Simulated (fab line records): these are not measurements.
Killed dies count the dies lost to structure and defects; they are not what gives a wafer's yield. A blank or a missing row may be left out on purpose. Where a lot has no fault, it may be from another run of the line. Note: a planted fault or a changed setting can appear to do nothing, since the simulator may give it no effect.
2 desks looking at one fault    flow n5-finfet    only its own numbers are on each desk; what lay behind them is given at the end

== THE DEFECT DESK ==
What the inspections along the route counted, lot by lot: means of the sampled wafers that have a number. If a lot's mean is further than 4 standard deviations from the usual mean, the lot is out of limits and carries the mark OUT (the distance appears in the brackets).
Columns: A = raw-defect-count at N5_SD_EPI_P_INSPECT_26, usual 193
lot   first seen here  A
L764  day 4 07:47      176
L774  day 6 15:07      1083 (+22) OUT
L775  day 7 00:41      709 (+13) OUT
L783  day 9 05:32      181
This desk's verdict: out of limits on L774, L775, starting with L774 at day 6 15:07 (raw-defect-count at N5_SD_EPI_P_INSPECT_26). In limits: L764, L783.

== TOOL OWNER'S DESK, rie-si-05 ==
The tool's own readings at N5_SD_EPI_P_SD_RECESS_17 (chemistry HBr/Cl2/O2, target depth 39.1 nm, bt time 3 s): means of the sampled wafers that have a number, for each lot that ran on this tool. If a lot's mean is further than 4 standard deviations from the usual mean, the lot is out of limits and carries the mark OUT (the distance appears in the brackets).
Columns: A = drypump-motor-current-A at N5_SD_EPI_P_SD_RECESS_17, usual 5.9 A; B = oes-product-au at N5_SD_EPI_P_SD_RECESS_17, usual 0.996 a.u.; C = throttle-valve-pct at N5_SD_EPI_P_SD_RECESS_17, usual 37.14 %
lot   first seen here  A    B      C
L764  day 4 03:55      6.1  1.001  37.18
L774  day 6 11:14      6.1  0.995  37.23
L775  day 6 20:49      6.2  0.990  37.25
Finding of this desk: none of the 3 lots has anything out of limits.

== PUT TOGETHER ==
The defect desk could have raised an alarm at day 6 15:07, on L774, L775.
Nothing out of limits was seen by the tool owner's desk.
On record at the tool owner's desk: L774, L775, within its limits.
On rie-si-05, each named lot ran N5_SD_EPI_P_SD_RECESS_17.

== WHAT THE SIMULATOR HAD PUT IN ==
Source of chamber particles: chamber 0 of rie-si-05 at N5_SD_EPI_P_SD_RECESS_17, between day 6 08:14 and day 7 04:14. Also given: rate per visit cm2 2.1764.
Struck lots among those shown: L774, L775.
Hours from the fault's start to each desk's first reading out of limits: the defect desk, 7.
